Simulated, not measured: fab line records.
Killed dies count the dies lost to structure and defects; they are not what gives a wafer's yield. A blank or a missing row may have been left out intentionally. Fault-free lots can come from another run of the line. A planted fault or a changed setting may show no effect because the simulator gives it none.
Matching of chambers / flow nand harc / rie diel-13 running NHARC_P_CONTACT_DESCUM_17: 4 sister chambers
The step chemistry O2, time 3 s. 16 wafers are shown with their chamber, then 8 later ones without.

WAFERS WITH THEIR CHAMBER
wafer=L412.1; chamber=3; showerhead plenum p Torr (Torr)=2.05; oes product au (a.u.)=0.995; rf vpp V (V)=57.2
wafer=L412.2; chamber=0; showerhead plenum p Torr (Torr)=1.93; oes product au (a.u.)=0.997; rf vpp V (V)=59.2
wafer=L412.5; chamber=3; showerhead plenum p Torr (Torr)=2.05; oes product au (a.u.)=1.002; rf vpp V (V)=60.1
wafer=L414.2; chamber=0; showerhead plenum p Torr (Torr)=1.93; oes product au (a.u.)=1.012; rf vpp V (V)=57.4
wafer=L414.3; chamber=1; showerhead plenum p Torr (Torr)=1.86; oes product au (a.u.)=0.997; rf vpp V (V)=57.0
wafer=L414.4; chamber=3; showerhead plenum p Torr (Torr)=2.05; oes product au (a.u.)=1.003; rf vpp V (V)=58.4
wafer=L416.1; chamber=0; showerhead plenum p Torr (Torr)=1.93; oes product au (a.u.)=0.994; rf vpp V (V)=57.1
wafer=L416.2; chamber=1; showerhead plenum p Torr (Torr)=1.86; oes product au (a.u.)=0.991; rf vpp V (V)=56.4
wafer=L416.6; chamber=0; showerhead plenum p Torr (Torr)=1.93; oes product au (a.u.)=1.000; rf vpp V (V)=58.1
wafer=L420.2; chamber=2; showerhead plenum p Torr (Torr)=2.03; oes product au (a.u.)=0.985; rf vpp V (V)=58.1
wafer=L420.4; chamber=3; showerhead plenum p Torr (Torr)=2.05; oes product au (a.u.)=1.001; rf vpp V (V)=58.3
wafer=L420.5; chamber=3; showerhead plenum p Torr (Torr)=2.05; oes product au (a.u.)=0.999; rf vpp V (V)=58.7
wafer=L421.1; chamber=3; showerhead plenum p Torr (Torr)=2.05; oes product au (a.u.)=0.994; rf vpp V (V)=59.2
wafer=L421.2; chamber=2; showerhead plenum p Torr (Torr)=2.02; oes product au (a.u.)=0.977; rf vpp V (V)=57.1
wafer=L421.4; chamber=0; showerhead plenum p Torr (Torr)=1.93; oes product au (a.u.)=0.992; rf vpp V (V)=57.7
wafer=L423.1; chamber=1; showerhead plenum p Torr (Torr)=1.86; oes product au (a.u.)=1.020; rf vpp V (V)=56.1

SIGNATURES (means of the wafers above)
reading=showerhead plenum p Torr; chamber 0=1.9300; chamber 1=1.8600; chamber 2=2.0250; chamber 3=2.0500; scatter within a chamber=0.00204
reading=oes product au; chamber 0=0.99900; chamber 1=1.00267; chamber 2=0.98100; chamber 3=0.99900; scatter within a chamber=0.00826
reading=rf vpp V; chamber 0=57.900; chamber 1=56.500; chamber 2=57.600; chamber 3=58.650; scatter within a chamber=0.83
Rule: distance of a wafer from a chamber = root of the sum over the readings of ((wafer's reading minus chamber's mean) / reading's scatter) squared. The wafer belongs to the nearest chamber; if the next one is less than 2 further off, it can't be placed. The scatter is the square root of a quotient: the sum, over the shown wafers, of each reading's squared deviation from its chamber's mean, divided by wafers minus chambers.

WAFERS MISSING THEIR CHAMBER
wafer=L423.2; showerhead plenum p Torr (Torr)=2.05; oes product au (a.u.)=0.987; rf vpp V (V)=58.3
wafer=L423.5; showerhead plenum p Torr (Torr)=2.02; oes product au (a.u.)=0.990; rf vpp V (V)=58.8
wafer=L424.1; showerhead plenum p Torr (Torr)=1.86; oes product au (a.u.)=1.004; rf vpp V (V)=56.5
wafer=L424.2; showerhead plenum p Torr (Torr)=1.93; oes product au (a.u.)=0.979; rf vpp V (V)=58.4
wafer=L424.5; showerhead plenum p Torr (Torr)=1.93; oes product au (a.u.)=0.988; rf vpp V (V)=58.8
wafer=L430.1; showerhead plenum p Torr (Torr)=1.86; oes product au (a.u.)=1.019; rf vpp V (V)=57.6
wafer=L430.4; showerhead plenum p Torr (Torr)=1.93; oes product au (a.u.)=1.001; rf vpp V (V)=57.6
wafer=L430.6; showerhead plenum p Torr (Torr)=1.93; oes product au (a.u.)=0.988; rf vpp V (V)=58.5

EACH ONE'S CHAMBER
wafer=L423.2; from the rows above=3; in truth=3
wafer=L423.5; from the rows above=2; in truth=2
wafer=L424.1; from the rows above=1; in truth=1
wafer=L424.2; from the rows above=0; in truth=0
wafer=L424.5; from the rows above=0; in truth=0
wafer=L430.1; from the rows above=1; in truth=1
wafer=L430.4; from the rows above=0; in truth=0
wafer=L430.6; from the rows above=0; in truth=0
8 of 8 placed correctly. Left unplaced by these rows: 0. Number placed wrongly: 0.
